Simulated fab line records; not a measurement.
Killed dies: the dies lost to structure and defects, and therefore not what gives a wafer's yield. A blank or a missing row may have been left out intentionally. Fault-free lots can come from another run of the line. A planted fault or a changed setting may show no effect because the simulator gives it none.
Lot-split experiment + flow n5 finfet + route with 1938 steps; 7 lots, 21 wafers read

ABOUT THE SPLIT
At N5_WELL_APT_EXPOSE_05 (exposes mask NWELL, defocus 0 nm, target cd 200 nm), the setting dose mj was moved away from the recipe's 20.3 on 8 of the 21 wafers read, by -4.8% to +5.7%. The other wafers ran this setting at the recipe's value.

FROM THE SPLIT TO THE READING: what the file shows between them, 3 steps
- N5_WELL_APT_PEB_06: peb time 90 s (also split here: peb time s)
- N5_WELL_APT_DEVELOP_07: develop time 45 s
- N5_WELL_APT_HARDBAKE_12: time 120 s

THE READING
cd nm (nm) at N5_WELL_APT_CD_MEAS_08, where the cd target is 200 nm. Typical for fault-free wafers on this fab line: 200.1 nm, with standard deviation 1.7 nm.

| wafer  | tool, chamber at the split | dose mj as run | against the recipe | cd nm, nm | against lot-mates on the recipe |
|--------|----------------------------|----------------|--------------------|-----------|---------------------------------|
| L077.1 | krf scanner-01, 0          | 20.3           | recipe             | 200.5     | -                               |
| L077.4 | krf scanner-01, 0          | 19.44          | -4.2%              | 191.4     | -10.4                           |
| L077.6 | krf scanner-01, 0          | 20.3           | recipe             | 203.1     | -                               |
| L079.2 | krf scanner-01, 0          | 19.33          | -4.8%              | 192.8     | -6.5                            |
| L079.4 | krf scanner-01, 0          | 20.3           | recipe             | 199.3     | -                               |
| L079.5 | krf scanner-01, 0          | 19.33          | -4.8%              | 188.7     | -10.6                           |
| L088.1 | krf scanner-01, 0          | 20.3           | recipe             | 204.8     | -                               |
| L088.5 | krf scanner-01, 0          | 19.66          | -3.2%              | 195.1     | -7.0                            |
| L088.6 | krf scanner-01, 0          | 20.3           | recipe             | 199.4     | -                               |
| L089.1 | krf scanner-01, 0          | 21.45          | +5.7%              | 208.0     | +9.0                            |
| L089.2 | krf scanner-01, 0          | 20.3           | recipe             | 199.0     | -                               |
| L089.6 | krf scanner-01, 0          | 21.45          | +5.7%              | 207.2     | +8.2                            |
| L092.1 | krf scanner-02, 0          | 20.3           | recipe             | 202.0     | -                               |
| L092.2 | krf scanner-02, 0          | 20.3           | recipe             | 199.3     | -                               |
| L092.4 | krf scanner-02, 0          | 20.85          | +2.7%              | 204.5     | +3.8                            |
| L094.1 | krf scanner-02, 0          | 20.3           | recipe             | 197.7     | -                               |
| L094.3 | krf scanner-02, 0          | 20.3           | recipe             | 199.6     | -                               |
| L094.4 | krf scanner-02, 0          | 20.3           | recipe             | 199.8     | -                               |
| L095.2 | krf scanner-02, 0          | 19.61          | -3.4%              | 193.8     | -2.9                            |
| L095.5 | krf scanner-02, 0          | 20.3           | recipe             | 197.7     | -                               |
| L095.6 | krf scanner-02, 0          | 20.3           | recipe             | 195.7     | -                               |

THE FIT
A straight line over all 21 wafers: cd nm changes by +1.64 nm for each +1% of dose mj; r = +0.91; the points scatter about the line by 2.1 nm.
The same after taking each lot's own level away (the mean of its wafers on the recipe; 21 wafers): +1.68 nm for each +1%; r = +0.94; scatter 1.7 nm.
On that fit, the largest move of dose mj shifts the reading by 9.5 nm.
From 196.70 to 202.10 nm: that is the span of the lots' own levels, equal to 3.2 times the standard deviation above.
Consequently the slope shifts little with the lot-to-lot level, the two slopes agreeing.
Check: for one of the wafers moved furthest among these (+5.7%), held out of the fit, the line's prediction against its lot-mates is +9.37 nm. Against them it came out at +9 nm.

FURTHER SPLITS ON THESE WAFERS
Other splits were also applied to these wafers ahead of the reading. Each is held against what the fit with the lots' levels taken away leaves over:
| other split on the same wafers | wafers away from the commonest value | r with cd nm (lot level and that fit taken away) |
|--------------------------------|--------------------------------------|--------------------------------------------------|
| N5_WELL_APT_PEB_06 peb time s  | 1                                    | +0.10                                            |

THE WHOLE CHAIN: every reading that the file lists as answering this split, in the file's order
| step                   | what it does             | reading                                                         | change (the file's fit)              | r (the file's) |
|------------------------|--------------------------|-----------------------------------------------------------------|--------------------------------------|----------------|
| N5_WELL_APT_CD_MEAS_08 | target cd 200 nm         | cd nm                                                           | +1.73 nm for each +1% of the setting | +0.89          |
| N5_WELL_APT_DESCUM_13  | chemistry O2, time 7.9 s | WELL_APT.cd nm (the simulator's own value, which no gauge read) | +1.74 nm for each +1% of the setting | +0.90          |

FILE'S OWN FIT
cd nm changes by +1.73 nm for each +1% of dose mj, r = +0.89.
